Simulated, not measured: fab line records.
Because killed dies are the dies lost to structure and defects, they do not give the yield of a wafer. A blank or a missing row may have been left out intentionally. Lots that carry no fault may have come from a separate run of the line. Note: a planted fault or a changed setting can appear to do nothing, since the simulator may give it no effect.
Code-filled problem report in 8D (eight disciplines) form || flow n5-finfet || the parts of the form that need people (team, actions taken, sign-off) are left out

## 1. THE ISSUE
REXT_P at N5_BEOL_M4_RC_MEAS_101 reads a mean of 112.0 ohm.um on 1 wafer of 1 lot; wafers without a fault read 100.8 ohm.um with a standard deviation of 2.7. That puts it +4.1 standard deviations away from the usual mean.
Seen first at day 12 03:23 on prober-01, wafer L158.2. The record has a number at this step for 33 wafers belonging to 13 lots. The rule behind "out" and "out of limits": a value lying over 4 standard deviations away from the usual mean. All remaining wafers that have a number are taken as sound.

## 2. WHAT IT IS, AND WHAT IT ISN'T
{"question": "which readings at this step", "is": "REXT_P, REXT_N", "is not": "DIBL_N, DIBL_P, IOFF_N, IOFF_P, ION_N, ION_P, SS_N, SS_P, VT_N, VT_P"}
{"question": "which lots", "is": "L158", "is not": "L141, L142, L143, L146, L147, L148, L149, L151, L153, L154, L155, L156"}
{"question": "which wafers of those lots", "is": "L158.2", "is not": "L158.5, L158.6"}
{"question": "read on which gauges", "is": "prober-01", "is not": "prober-02"}
{"question": "when", "is": "from day 12 03:23", "is not": "up to then (32 sound wafers)"}

## 3. WHAT RULES OUT EACH SUSPECT
Counting: a tool at a process step up to the reading stays a suspect if it ran every lot that is out. Sound lots after the first of them don't rule it out here, since some wafers of a struck lot are sound.
- the gauge at N5_BEOL_M4_RC_MEAS_101: kept. All the wafers that are out were read on prober-01, and no step on other tools shows them out.
- ald-sin-04 at N5_SPACER0_ALD_07 (deposits SiNx, target thk 2 nm): kept. The lot that is out, L158, ran on it at day 7 07:11; the last sound lot it ran before that was L156, at day 6 20:39.
- rie-diel-03 at N5_SDB_ETCH_18 (etches SOC in N2/H2, target depth 100 nm, overetch 20 nm, time 150 s): kept. The lot that is out, L158, ran on it at day 8 01:08; the last sound lot it ran before that was L149, at day 5 23:49.
- plasma-asher-01 at N5_SDB_STRIP_22 (strips in N2/H2): kept. The lot that is out, L158, ran on it at day 8 01:29; the last sound lot it ran before that was L153, at day 7 02:43.
- rie-diel-01 at N5_DUMMY_REMOVAL_HM_STRIP_01 (strips SiNx in CH3F/O2, stops on poly-Si, target depth 4 nm, time 6.8 s): kept. The lot that is out, L158, ran on it at day 8 05:34; the last sound lot it ran before that was L143, at day 4 08:47.
- ald-hk-03 at N5_HKMG_FIN_ALD_75 (deposits Al2O3, target thk 1 nm, co reactant pulse time 1 s): kept. The lot that is out, L158, ran on it at day 8 06:47; the last sound lot it ran before that was L153, at day 7 07:19.
- In ald-sin-04 at N5_SPACER0_ALD_07, the wafers that are out were processed in chamber 3 and their sound lot-mates in chambers 1, 2.
- In rie-diel-01 at N5_DUMMY_REMOVAL_HM_STRIP_01, the wafers that are out were processed in chamber 0 and their sound lot-mates in chambers 1, 2.
Left after counting: ald-sin-04 at N5_SPACER0_ALD_07, rie-diel-03 at N5_SDB_ETCH_18, plasma-asher-01 at N5_SDB_STRIP_22, rie-diel-01 at N5_DUMMY_REMOVAL_HM_STRIP_01, ald-hk-03 at N5_HKMG_FIN_ALD_75, prober-01 at N5_BEOL_M4_RC_MEAS_101.

## 4. THE CAUSE (what the simulator had put in)
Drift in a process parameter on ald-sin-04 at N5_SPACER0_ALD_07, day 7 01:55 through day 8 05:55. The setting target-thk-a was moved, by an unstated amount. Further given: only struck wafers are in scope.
After counting, 6 suspects remain, this tool included.

## 5. THE EFFECT CHAIN, in route order
Each row: a reading whose mean over the struck wafers that have a number lies more than 3 standard deviations from the usual. Only readings whose record carries a usual standard deviation are examined. hours: median over the lots of the time between each lot's start at the first step of this table that gives one and its start at this step. sigmas: the change, counted in usual standard deviations.
{"hours": 0, "step": "N5_DUMMY_REMOVAL_HM_STRIP_01", "reading": "oes-product-au", "usual": "0.65 a.u.", "on struck wafers": 0.84, "change": "+0.19", "sigmas": "+3.1"}
{"hours": 94, "step": "N5_BEOL_M4_RC_MEAS_101", "reading": "REXT_N", "usual": "75.2 ohm.um", "on struck wafers": 81.7, "change": "+6.5", "sigmas": "+4.1"}
{"hours": 94, "step": "N5_BEOL_M4_RC_MEAS_101", "reading": "REXT_P", "usual": "100.8 ohm.um", "on struck wafers": 112.0, "change": "+11.2", "sigmas": "+4.1"}
Its process steps:
- N5_DUMMY_REMOVAL_HM_STRIP_01: strips SiNx in CH3F/O2, stops on poly-Si, target depth 4 nm, time 6.8 s.

## 6. WHAT WOULD HAVE CAUGHT IT SOONER
Counted from the fault's start at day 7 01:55, it took 121 hours until the first out-of-limits reading at a measuring or inspecting step in this record, taken at day 12 03:23.
Of the tool readings at N5_SPACER0_ALD_07 for which the record gives a usual standard deviation, none was out on any struck wafer, so an alarm limit of 4 standard deviations on them would not have fired.
By day 12 03:23 the whole set of lots that are out, 1 in number, had already begun N5_SPACER0_ALD_07 on ald-sin-04. Had the tool been put on hold then, not one of them would have been saved.
